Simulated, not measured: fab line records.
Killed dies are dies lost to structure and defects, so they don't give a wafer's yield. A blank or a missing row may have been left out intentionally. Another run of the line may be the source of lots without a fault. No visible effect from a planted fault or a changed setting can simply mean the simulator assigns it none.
2 desks, one fault | flow nand harc | every desk sees just its own numbers, and what lay behind them comes last

## DESK OF THE TOOL OWNER: pecvd-01
The tool's own readings at NHARC_A_BONDPAD_DEP_00 (deposits SiCN, target thk 250 nm): means of the sampled wafers that have a number, for each lot that ran on this tool. A lot is out of limits, marked OUT, if its mean lies more than 4 standard deviations from the usual mean; the brackets give that distance.
Columns: A = chamber pressure Torr at NHARC_A_BONDPAD_DEP_00, usual 3.000 Torr; B = heater power outer w at NHARC_A_BONDPAD_DEP_00, usual 322 W; C = heater power w at NHARC_A_BONDPAD_DEP_00, usual 580 W
lot  | first seen here | A     | B   | C
L361 | day 18 01:47    | 2.995 | 298 | 545
L368 | day 20 06:04    | 2.995 | 379 | 649
L373 | day 20 17:37    | 2.997 | 318 | 578
L382 | day 23 00:49    | 3.001 | 349 | 619
This desk's finding: nothing out of limits on any of the 4 lots.

## THE DEFECT DESK
Lot by lot, what the route's inspections counted, given as the mean of those sampled wafers with a number. A lot is out of limits, marked OUT, if its mean lies more than 4 standard deviations from the usual mean; the brackets give that distance.
Columns: A = raw defect count at NHARC_A_M1_INSPECT_27, usual 465
lot  | first seen here | A
L361 | day 18 00:55    | 410
L363 | day 18 04:37    | 324
L364 | day 18 06:05    | 314
L362 | day 18 14:55    | 485
L367 | day 19 16:20    | 348
L368 | day 20 05:22    | 412
L369 | day 20 12:02    | 434
L373 | day 20 16:55    | 383
L371 | day 20 17:44    | 363
L372 | day 20 20:35    | 378
L374 | day 21 20:29    | 559
L380 | day 22 06:49    | 379
L379 | day 22 10:13    | 900
L382 | day 23 00:04    | 424
This desk's finding: nothing out of limits on any of the 14 lots.

## ALL TOGETHER
The tool owner's desk saw nothing out of limits.
Nothing out of limits was seen by the defect desk.

## WHAT WAS PUT IN BY THE SIMULATOR
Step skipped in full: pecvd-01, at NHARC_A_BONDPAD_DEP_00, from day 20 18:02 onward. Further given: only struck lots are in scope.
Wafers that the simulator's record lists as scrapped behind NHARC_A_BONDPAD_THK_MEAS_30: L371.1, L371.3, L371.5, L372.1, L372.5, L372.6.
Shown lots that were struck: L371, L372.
